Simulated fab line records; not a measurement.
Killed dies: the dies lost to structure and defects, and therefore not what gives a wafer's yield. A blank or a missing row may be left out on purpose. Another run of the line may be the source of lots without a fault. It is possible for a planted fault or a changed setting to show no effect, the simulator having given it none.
Commonality check across tools / flow nandHarc / Lots sampled 3, wafers sampled 9

## REASON FOR OPENING
On 3 of the 3 lots, a flag is raised at NHARC_END_SORT_01 on the reading killedAtArray. Fault-free wafers read 65, with a standard deviation of 19.
Rule: a lot is flagged when every wafer of it that has a number lies more than 4 standard deviations from that mean, or none has a number. The other lots count as sound.

lot=L526; measured=day 28 16:27; on=prober-02; killedAtArray, wafer by wafer=676 673 673; flag=FLAGGED
lot=L528; measured=day 29 04:04; on=prober-02; killedAtArray, wafer by wafer=675 675 674; flag=FLAGGED
lot=L527; measured=day 29 12:40; on=prober-02; killedAtArray, wafer by wafer=674 673 672; flag=FLAGGED
The numbers of the flagged lots are 674 on average: +609 against the usual, or +32 standard deviations.

## LOT BY LOT: THE TOOL USED
Before the reading, the record contains 4 process steps out of a 1302-step route. In each cell: the tool, then ch and the chambers that the sampled wafers went through, then the start.
lot=L526; flag=FLAGGED; NHARC_A_STAIRCASE_TRIM_12=rieDiel-05 ch 1,2, day 19 22:49; NHARC_A_STAIRCASE_TRIM_16=rieDiel-05 ch 1,2, day 19 23:16; NHARC_A_STAIRCASE_TRIM_20=rieDiel-03 ch 0,1,3, day 19 23:55; NHARC_A_STAIRCASE_TRIM_24=rieDiel-03 ch 0,1,3, day 28 16:27 or earlier
lot=L528; flag=FLAGGED; NHARC_A_STAIRCASE_TRIM_12=rieDiel-05 ch 1,2,3, day 20 02:01; NHARC_A_STAIRCASE_TRIM_16=rieDiel-05 ch 1,2,3, day 20 02:30; NHARC_A_STAIRCASE_TRIM_20=rieDiel-05 ch 1,3, day 20 03:04; NHARC_A_STAIRCASE_TRIM_24=rieDiel-05 ch 0,2,3, day 29 04:04 or earlier
lot=L527; flag=FLAGGED; NHARC_A_STAIRCASE_TRIM_12=rieDiel-05 ch 0,2, day 20 02:19; NHARC_A_STAIRCASE_TRIM_16=rieDiel-12 ch 1,2,3, day 20 02:52; NHARC_A_STAIRCASE_TRIM_20=rieDiel-12 ch 1,3, day 20 03:25; NHARC_A_STAIRCASE_TRIM_24=rieDiel-12 ch 0,1,3, day 29 12:40 or earlier
What these steps do:
- NHARC_A_STAIRCASE_TRIM_12: chemistry O2, time 211.2 s.
- NHARC_A_STAIRCASE_TRIM_16: chemistry O2, time 211.2 s.
- NHARC_A_STAIRCASE_TRIM_20: chemistry O2, time 211.2 s.
- NHARC_A_STAIRCASE_TRIM_24: chemistry O2, time 211.2 s.
- NHARC_END_SORT_01

## FLAGGED AGAINST TOTAL, ONE TOOL AT A TIME (gauges that did the reading follow at the end)
step=NHARC_A_STAIRCASE_TRIM_12; tool=rieDiel-05; lots run=3; flagged=3; share of the flagged lots=all; sound lots run after its first flagged lot=0
step=NHARC_A_STAIRCASE_TRIM_16; tool=rieDiel-05; lots run=2; flagged=2; share of the flagged lots=some; sound lots run after its first flagged lot=0
step=NHARC_A_STAIRCASE_TRIM_16; tool=rieDiel-12; lots run=1; flagged=1; share of the flagged lots=some; sound lots run after its first flagged lot=0
step=NHARC_A_STAIRCASE_TRIM_20; tool=rieDiel-03; lots run=1; flagged=1; share of the flagged lots=some; sound lots run after its first flagged lot=0
step=NHARC_A_STAIRCASE_TRIM_20; tool=rieDiel-05; lots run=1; flagged=1; share of the flagged lots=some; sound lots run after its first flagged lot=0
step=NHARC_A_STAIRCASE_TRIM_20; tool=rieDiel-12; lots run=1; flagged=1; share of the flagged lots=some; sound lots run after its first flagged lot=0
step=NHARC_A_STAIRCASE_TRIM_24; tool=rieDiel-03; lots run=1; flagged=1; share of the flagged lots=some; sound lots run after its first flagged lot=0
step=NHARC_A_STAIRCASE_TRIM_24; tool=rieDiel-05; lots run=1; flagged=1; share of the flagged lots=some; sound lots run after its first flagged lot=0
step=NHARC_A_STAIRCASE_TRIM_24; tool=rieDiel-12; lots run=1; flagged=1; share of the flagged lots=some; sound lots run after its first flagged lot=0
step=NHARC_END_SORT_01; tool=prober-02; lots run=3; flagged=3; share of the flagged lots=all; sound lots run after its first flagged lot=0
NHARC_A_STAIRCASE_TRIM_24 gives no start for some lots, so the hours and the order of its lots are those of NHARC_END_SORT_01.

## WHAT IS ALLOWED BY THE TABLE
Every flagged lot went through 2 rows of the table: rieDiel-05 at NHARC_A_STAIRCASE_TRIM_12 and prober-02 at NHARC_END_SORT_01.
- rieDiel-05 at NHARC_A_STAIRCASE_TRIM_12 ran 3 lots, 3 of them flagged. In this sample it ran no sound lot ahead of its first flagged lot, so there is no way to narrow down the start.
- prober-02 at NHARC_END_SORT_01 ran 3 lots, 3 of them flagged. In this sample it ran no sound lot ahead of its first flagged lot, so there is no way to narrow down the start.
These 2 tools cannot be told apart by counting lots, since each of them fits a fault that started at some hour. More lots, or a look at what each step does to the wafer, might.

## WHAT WAS PUT IN BY THE SIMULATOR
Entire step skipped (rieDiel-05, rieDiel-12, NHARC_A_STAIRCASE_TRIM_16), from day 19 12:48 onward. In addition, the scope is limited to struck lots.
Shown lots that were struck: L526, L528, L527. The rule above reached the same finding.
